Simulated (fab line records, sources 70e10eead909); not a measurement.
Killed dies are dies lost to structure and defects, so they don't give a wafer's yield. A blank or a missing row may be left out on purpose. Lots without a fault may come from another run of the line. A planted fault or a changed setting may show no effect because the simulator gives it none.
One fault seen from 2 desks | flow nand_harc | each desk has only its own numbers; what lay behind them comes last

THE DEFECT DESK
What the inspections along the route counted, lot by lot: means of the sampled wafers that have a number. A lot is out of limits, marked OUT, if its mean lies more than 4 standard deviations from the usual mean; the brackets give that distance.
Columns: A = raw_defect_count at NHARC_P_M1_INSPECT_11, usual 4.3
lot  | first seen here | A
L946 | day 6 12:50     | 5.0
L947 | day 6 22:44     | 5.7
L949 | day 7 23:44     | 2.7
L950 | day 8 03:50     | 3.3
L951 | day 8 16:20     | 4.3
L952 | day 9 07:59     | 3.3
L953 | day 9 14:53     | 3.3
L954 | day 10 00:57    | 2.3
L956 | day 10 17:34    | 6.0
L959 | day 12 08:37    | 4.7
L958 | day 12 11:28    | 5.7
L963 | day 13 17:10    | 5.0
L965 | day 14 14:47    | 1.7
L968 | day 15 14:58    | 4.0
This desk's finding: nothing out of limits on any of the 14 lots.

THE METROLOGY DESK
What the gauges read, lot by lot, whatever tool the lot ran on: means of the sampled wafers that have a number. A lot is out of limits, marked OUT, if its mean lies more than 4 standard deviations from the usual mean; the brackets give that distance.
Columns: A = thk_nm at NHARC_P_M1_THK_MEAS_24, usual 157.3 nm
lot  | first seen here | A
L946 | day 6 15:19     | 158.6
L947 | day 7 01:21     | 156.6
L949 | day 8 02:23     | 157.3
L950 | day 8 06:20     | 156.8
L951 | day 8 18:52     | 157.1
L952 | day 9 10:28     | 158.9
L953 | day 9 17:22     | 155.4
L954 | day 10 03:29    | 157.6
L956 | day 10 20:07    | 157.5
L959 | day 12 11:38    | 158.4
L958 | day 12 13:59    | 158.6
L963 | day 13 19:40    | 144.3 (-7.7) OUT
L965 | day 14 17:22    | 125.0 (-19) OUT
L968 | day 15 17:26    | 157.6
This desk's finding: out of limits on L963, L965; first on L963, day 13 19:40 (thk_nm at NHARC_P_M1_THK_MEAS_24). In limits: L946, L947, L949, L950, L951, L952, L953, L954, L956, L959, L958, L968.

PUT TOGETHER
The metrology desk could have raised an alarm at day 13 19:40, on L963, L965.
The defect desk saw nothing out of limits.
The defect desk has L963, L965 on record, within its limits.
Of the lots named, all ran NHARC_P_M1_ECD_22 on ecd_cu-01.

WHAT THE SIMULATOR HAD PUT IN
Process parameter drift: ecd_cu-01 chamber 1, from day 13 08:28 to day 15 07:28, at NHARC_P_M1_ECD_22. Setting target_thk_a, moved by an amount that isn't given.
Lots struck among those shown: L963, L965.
Hours from the fault's start to each desk's first reading out of limits: the metrology desk, 11.
